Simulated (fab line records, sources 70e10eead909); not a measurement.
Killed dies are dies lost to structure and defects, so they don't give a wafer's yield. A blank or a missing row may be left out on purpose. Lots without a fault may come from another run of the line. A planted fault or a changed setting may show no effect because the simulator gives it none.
One fault seen from 2 desks | flow nand_harc | each desk has only its own numbers; what lay behind them comes last

THE METROLOGY DESK
What the gauges read, lot by lot, whatever tool the lot ran on: means of the sampled wafers that have a number. A lot is out of limits, marked OUT, if its mean lies more than 4 standard deviations from the usual mean; the brackets give that distance.
Columns: A = thk_nm at NHARC_A_DECK1_JOINT_THK_MEAS_14, usual 51.2 nm; B = thk_nm at NHARC_A_DECK1_JOINT_THK_MEAS_17, usual 45.2 nm; C = thk_nm at NHARC_A_ONON_D2_THK_MEAS_02, usual 999 nm; D = thk_nm at NHARC_A_ONON_D2_THK_MEAS_18, usual 1002 nm
lot  | first seen here | A    | B               | C    | D
L737 | day 11 07:32    | 52.4 | 43.8            | 996  | 1001
L739 | day 12 06:35    | 50.6 | 44.8            | 993  | 1003
L740 | day 12 18:28    | 50.4 | 45.2            | 1006 | 995
L742 | day 13 07:47    | 51.6 | 45.8            | 994  | 991
L743 | day 13 23:44    | 50.7 | 44.7            | 988  | 998
L746 | day 15 06:53    | 50.0 | 45.6            | 989  | 1000
L750 | day 17 08:12    | 52.5 | 55.3 (+8.4) OUT | 993  | 1021
L752 | day 17 14:29    | 52.6 | 45.7            | 1005 | 1021
L755 | day 19 03:02    | 49.9 | 45.8            | 996  | 995
L757 | day 19 12:01    | 51.3 | 44.3            | 985  | 997
L758 | day 20 08:09    | 50.4 | 43.2            | 1007 | 1019
L759 | day 20 19:32    | 50.5 | 45.3            | 999  | 983
L760 | day 20 19:32    | 50.7 | 46.0            | 997  | 993
This desk's finding: out of limits on L750; first on L750, day 18 10:04 (thk_nm at NHARC_A_DECK1_JOINT_THK_MEAS_17). In limits: L737, L739, L740, L742, L743, L746, L752, L755, L757, L758, L759, L760.

THE TOOL OWNER'S DESK: pecvd-01
The tool's own readings at NHARC_A_DECK1_JOINT_DEP_16 (deposits SiO2, target thk 45 nm): means of the sampled wafers that have a number, for each lot that ran on this tool. A lot is out of limits, marked OUT, if its mean lies more than 4 standard deviations from the usual mean; the brackets give that distance.
Columns: A = heater_power_w at NHARC_A_DECK1_JOINT_DEP_16, usual 549 W; B = throttle_valve_pct at NHARC_A_DECK1_JOINT_DEP_16, usual 15.8 %
lot  | first seen here | A   | B
L740 | day 13 17:38    | 640 | 15.5
L743 | day 15 03:29    | 628 | 15.5
L746 | day 16 06:26    | 661 | 15.6
L750 | day 18 09:49    | 614 | 16.3
This desk's finding: nothing out of limits on any of the 4 lots.

PUT TOGETHER
The metrology desk could have raised an alarm at day 18 10:04, on L750.
The tool owner's desk saw nothing out of limits.
The tool owner's desk has L750 on record, within its limits.
Of the lots named, all ran NHARC_A_DECK1_JOINT_DEP_16 on pecvd-01.

WHAT THE SIMULATOR HAD PUT IN
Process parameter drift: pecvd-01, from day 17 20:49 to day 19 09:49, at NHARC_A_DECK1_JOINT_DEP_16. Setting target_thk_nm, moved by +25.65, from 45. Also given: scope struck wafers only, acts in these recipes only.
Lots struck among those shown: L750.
Hours from the fault's start to each desk's first reading out of limits: the metrology desk, 13.
